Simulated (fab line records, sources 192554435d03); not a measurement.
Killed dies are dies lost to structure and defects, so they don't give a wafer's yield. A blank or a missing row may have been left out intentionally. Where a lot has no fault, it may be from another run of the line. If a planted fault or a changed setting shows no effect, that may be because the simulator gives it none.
Chamber matching	flow n5-finfet	N5_BEOL_M3_CO_CAP_55 on cvd-co-01 has 3 sister chambers
The step material Co, precursor CCTBA/H2, target thk 2 nm, time 102.1 s. 3 wafers are shown with their chamber, then 8 later ones without.

== WAFERS, EACH WITH ITS CHAMBER ==
wafer	chamber	heater-power-w (W)
L224.3	1	247
L228.6	2	254
L235.2	0	214

== WAFERS WHOSE CHAMBER IS MISSING ==
wafer	heater-power-w (W)
L235.5	257
L235.6	216
L236.4	254
L236.5	217
L236.6	243
L237.2	251
L237.4	218
L237.6	260

== THE CHAMBER EACH PASSED THROUGH ==
wafer	from the rows above	in truth
L235.5	can't be placed: 2 or 1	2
L235.6	0	0
L236.4	can't be placed: 2 or 1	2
L236.5	0	0
L236.6	can't be placed: 1 or 2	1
L237.2	can't be placed: 2 or 1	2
L237.4	0	0
L237.6	can't be placed: 2 or 1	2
Correct placement for 3 of the 8. Unplaceable from these rows: 5, with the true chamber sitting among the candidates in 5. Placed wrongly: 0.
How it was worked out, from the rows above alone: a wafer's distance from a chamber is the root of the sum, over the readings, of the square of ((its reading less the chamber's mean) divided by the reading's scatter). The wafer belongs to the nearest chamber; if the next one is less than 2 further off, it can't be placed. A chamber's mean is the mean of its shown wafers. The scatter: root of mean squared gap, hidden wafer to nearest shown wafer, with one shown wafer a chamber.
